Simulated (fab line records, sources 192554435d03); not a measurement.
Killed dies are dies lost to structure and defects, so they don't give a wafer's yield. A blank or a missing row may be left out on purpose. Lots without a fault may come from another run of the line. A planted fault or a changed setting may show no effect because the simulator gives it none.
fab line records | flow n5_finfet | part 2 of 2: steps 16 to 26 of 26
record lots=5 wafers=15 last_day=17
route steps=1938 shown BEOL_M0_SAQP@666
lots that met no fault: from a run of the same line without faults
start_h: hours from the record's first day to the start of the lot's first wafer shown | wait_h: hours since the lot's step before | " the same as in the row above | L1.1+2: a row that stands for several wafers | - no value, or no start given | * or withheld: withheld | < > ~ a bound
route shown NAME@n: a module of which the file shows steps, and the number in the route of the first | usual: mean/standard deviation of fault-free wafers | same: alike in all rows | chamber/n: place in a boat | sites: the reading at each site | _std_site: their standard deviation | _edge_site: outer sites' mean less inner sites' | radius_mm: how far each site lies from the wafer's centre | mask NAME#n: copy n | behind: the tool/chamber that last shaped the wafer | hold: why the lot was held/for how many hours/how that ended | device: the transistor (n, p or np) that didn't switch | end of line: the same wafers' tests at the end of the route | a step without rows: its recipe alone | killed: dies lost to structure and defects at the first sort, not the wafer's yield | map: a wafer's dies, x killed, . not, _ none there
set.NAME: the setting as run; set.NAME@STEP: as run at that earlier step | model.NAME: the simulator's own value behind a step, which no gauge read
lots at some steps of the route; a table a step, a row a wafer
services: from which hour (start_h, from the record's first day; less than 0 if before it) a tool's chamber was out of use, for how many hours, and why
## steps
# step N5_BEOL_M0_SAQP_COAT_72
# recipe resist=SiARC temp_c=220 time_s=60 spin_rpm=1500 resist_thk_nm=15
# usual dispense_pressure_kPa=53.3/2.9
# columns lot.wafer tool chamber start_h wait_h dispense_pressure_kPa
L077.3 litho_track-05 0 - - 48.8
L077.4 " 0 " " 48.9
L077.6 " 0 " " 48.8
L084.3 litho_track-01 0 - - 53.5
L084.5 " 0 " " 53.5
L084.6 " 0 " " 53.5
L089.1 litho_track-01 0 - - 53.5
L089.4 " 0 " " 53.5
L089.5 " 0 " " 53.6
L093.2 litho_track-01 0 - - 53.6
L093.5 " 0 " " 53.6
L093.6 " 0 " " 53.6
L096.4 litho_track-04 0 - - 56.8
L096.5 " 0 " " 56.8
L096.6 " 0 " " 56.8
# step N5_BEOL_M0_SAQP_COAT_87
# recipe resist=underlayer temp_c=205 time_s=60 spin_rpm=1500 resist_thk_nm=5
# usual dispense_pressure_kPa=53.3/2.9
# columns lot.wafer tool chamber start_h wait_h dispense_pressure_kPa
L077.3 litho_track-05 0 - - 48.8
L077.4 " 0 " " 48.8
L077.6 " 0 " " 48.8
L084.3 litho_track-01 0 - - 53.6
L084.5 " 0 " " 53.6
L084.6 " 0 " " 53.6
L089.1 litho_track-01 0 - - 53.6
L089.4 " 0 " " 53.6
L089.5 " 0 " " 53.6
L093.2 litho_track-01 0 - - 53.6
L093.5 " 0 " " 53.6
L093.6 " 0 " " 53.6
L096.4 litho_track-04 0 - - 56.8
L096.5 " 0 " " 56.8
L096.6 " 0 " " 56.8
# step N5_BEOL_M0_SAQP_COAT_34
# recipe resist=CAR-EUV spin_rpm=1500 resist_thk_nm=30
# usual dispense_pressure_kPa=53.3/2.9
# columns lot.wafer tool chamber start_h wait_h dispense_pressure_kPa
L077.3 litho_track-05 0 - - 48.8
L077.4 " 0 " " 48.8
L077.6 " 0 " " 48.8
L084.3 litho_track-01 0 - - 53.5
L084.5 " 0 " " 53.5
L084.6 " 0 " " 53.6
L089.1 litho_track-01 0 - - 53.6
L089.4 " 0 " " 53.5
L089.5 " 0 " " 53.5
L093.2 litho_track-01 0 - - 53.6
L093.5 " 0 " " 53.6
L093.6 " 0 " " 53.5
L096.4 litho_track-04 0 - - 56.8
L096.5 " 0 " " 56.8
L096.6 " 0 " " 56.7
# step N5_BEOL_M0_SAQP_EBR_36
# recipe solvent=PGMEA ebr_width_mm=1.5
# columns lot.wafer tool chamber start_h wait_h
L077.3+4+6 litho_track-05 0 - -
L084.3+5+6 litho_track-01 0 - -
L089.1+4+5 litho_track-01 0 - -
L093.2+5+6 litho_track-01 0 - -
L096.4+5+6 litho_track-04 0 - -
# step N5_BEOL_M0_SAQP_SOFTBAKE_35
# recipe temp_c=110 time_s=60 resist=CAR-EUV
# columns lot.wafer tool chamber start_h wait_h
L077.3+4+6 litho_track-05 0 - -
L084.3+5+6 litho_track-01 0 - -
L089.1+4+5 litho_track-01 0 - -
L093.2+5+6 litho_track-01 0 - -
L096.4+5+6 litho_track-04 0 - -
# step N5_BEOL_M0_SAQP_EXPOSE_37
# recipe mask_id=M0_CUT1 na=0.33 source_shape=annular sigma_inner=0.35 sigma_outer=0.8 polarization=unpolarized target_cd_nm=30 dose_mj=44.75
# usual exposure_dose_mJ_cm2=44.66/0.04 focus_offset_nm=0.1/0.46
# same na=0.33
# columns lot.wafer tool chamber start_h wait_h mask exposure_dose_mJ_cm2 focus_offset_nm
L077.3 euv_scanner-01 0 131.12 - M0_CUT1#0 44.67 -0.6
L077.4 " 0 " " M0_CUT1#0 44.62 -0.5
L077.6 " 0 " " M0_CUT1#0 44.70 -0.3
L084.3 euv_scanner-02 0 171.87 - M0_CUT1#0 44.66 0.2
L084.5 " 0 " " M0_CUT1#0 44.68 -0.3
L084.6 " 0 " " M0_CUT1#0 44.62 -0.4
L089.1 euv_scanner-02 0 204.73 - M0_CUT1#0 44.63 0.1
L089.4 " 0 " " M0_CUT1#0 44.60 0.1
L089.5 " 0 " " M0_CUT1#0 44.61 -0.6
L093.2 euv_scanner-02 0 228.17 - M0_CUT1#0 44.65 -0.3
L093.5 " 0 " " M0_CUT1#0 44.65 0.4
L093.6 " 0 " " M0_CUT1#0 44.63 0.0
L096.4 euv_scanner-01 0 249.75 - M0_CUT1#0 44.69 -0.1
L096.5 " 0 " " M0_CUT1#0 44.72 0.1
L096.6 " 0 " " M0_CUT1#0 44.72 -0.2
# step N5_BEOL_M0_SAQP_PEB_38
# recipe peb_temp_c=100 peb_time_s=60 resist=CAR-EUV
# same peb_time_s=60
# columns lot.wafer tool chamber start_h wait_h
L077.3+4+6 litho_track-05 0 131.18 0.0
L084.3+5+6 litho_track-01 0 171.92 0.0
L089.1+4+5 litho_track-01 0 204.80 0.1
L093.2+5+6 litho_track-01 0 228.23 0.1
L096.4+5+6 litho_track-05 0 249.80 0.0
# step N5_BEOL_M0_SAQP_DEVELOP_39
# recipe develop_time_s=30 developer=TMAH resist=CAR-EUV rinse_liquid=surfactant_rinse dry=air_spin dev_temp_c=23
# columns lot.wafer tool chamber start_h wait_h
L077.3+4+6 litho_track-05 0 - -
L084.3+5+6 litho_track-01 0 - -
L089.1+4+5 litho_track-01 0 - -
L093.2+5+6 litho_track-01 0 - -
L096.4+5+6 litho_track-05 0 - -
# step N5_BEOL_M0_SAQP_CD_MEAS_40
# recipe target_cd_nm=30 landing_energy_ev=500 detector=se_inlens
# usual cd_nm=29.99/0.28
# columns lot.wafer tool chamber start_h wait_h cd_nm
L077.3 cd_sem-03 0 131.25 - 30.58
L077.4 " 0 " " 30.49
L077.6 " 0 " " 30.43
L084.3 cd_sem-02 0 171.99 - 30.04
L084.5 " 0 " " 30.24
L084.6 " 0 " " 29.80
L089.1 cd_sem-03 0 204.86 - 29.59
L089.4 " 0 " " 29.75
L089.5 " 0 " " 29.42
L093.2 cd_sem-03 0 228.29 - 29.48
L093.5 " 0 " " 29.67
L093.6 " 0 " " 29.92
L096.4 cd_sem-02 0 249.86 - 30.21
L096.5 " 0 " " 29.77
L096.6 " 0 " " 30.04
# step N5_BEOL_M0_SAQP_OVL_MEAS_41
# recipe points_per_wafer=522
# usual M0_CUT1_OVL=0.9/0.7
# columns lot.wafer tool chamber start_h wait_h M0_CUT1_OVL[nm]
L077.3 overlay-01 0 131.29 0.0 1.2
L077.4 " 0 " " 1.3
L077.6 " 0 " " 1.6
L084.3 overlay-01 0 172.03 0.0 0.3
L084.5 " 0 " " 0.2
L084.6 " 0 " " 0.1
L089.1 overlay-02 0 204.89 0.0 0.6
L089.4 " 0 " " -0.1
L089.5 " 0 " " 0.2
L093.2 overlay-02 0 228.33 0.0 0.5
L093.5 " 0 " " 0.8
L093.6 " 0 " " 1.3
L096.4 overlay-02 0 249.91 0.0 0.7
L096.5 " 0 " " 0.3
L096.6 " 0 " " 0.9
# step N5_BEOL_M0_SAQP_INSPECT_42
# recipe mode=adi inspect_instrument=brightfield
# usual raw_defect_count=324/96
# columns lot.wafer tool chamber start_h wait_h raw_defect_count
L077.3 defect_inspect-02 - 131.33 0.0 162
L077.4 " - " " 192
L077.6 " - " " 304
L084.3 defect_inspect-01 - 172.08 0.0 315
L084.5 " - " " 496
L084.6 " - " " 460
L089.1 defect_inspect-01 - 204.95 0.1 229
L089.4 " - " " 278
L089.5 " - " " 262
L093.2 defect_inspect-02 - 228.38 0.0 415
L093.5 " - " " 447
L093.6 " - " " 489
L096.4 defect_inspect-02 - 249.95 0.0 299
L096.5 " - " " 320
L096.6 " - " " 410
## services
# columns tool chamber start_h hours kind
rie_diel-06 1 113.13 2.7 repair
rie_diel-05 3 126.60 - clean
rie_diel-05 3 126.60 - consumable_replace:focus_ring
euv_scanner-01 - 126.75 1.0 pm
euv_scanner-02 - 131.46 1.0 pm
euv_scanner-02 - 132.47 1.0 pm
ald_sin-03 0 143.95 2.6 repair
rie_diel-05 2 147.57 7.4 repair
euv_scanner-01 - 168.89 1.0 pm
euv_scanner-02 - 175.33 1.0 pm
litho_track-01 - 177.34 - consumable_replace:filter
rie_si-04 - 179.37 2.8 pm
ald_sin-01 - 179.83 6.1 pm
ald_sin-02 0 181.20 4.4 repair
euv_scanner-02 - 190.16 4.6 pm
ald_sin-02 - 193.37 2.7 repair
rie_si-04 2 193.93 5.0 repair
euv_scanner-01 - 203.30 4.6 pm
rie_diel-03 2 214.25 38.8 repair
euv_scanner-01 - 217.70 30.9 repair
rie_si-01 0 235.90 6.3 repair
ald_sin-03 1 238.22 2.6 repair
euv_scanner-02 - 245.52 1.0 pm
euv_scanner-02 - 246.53 5.8 pm
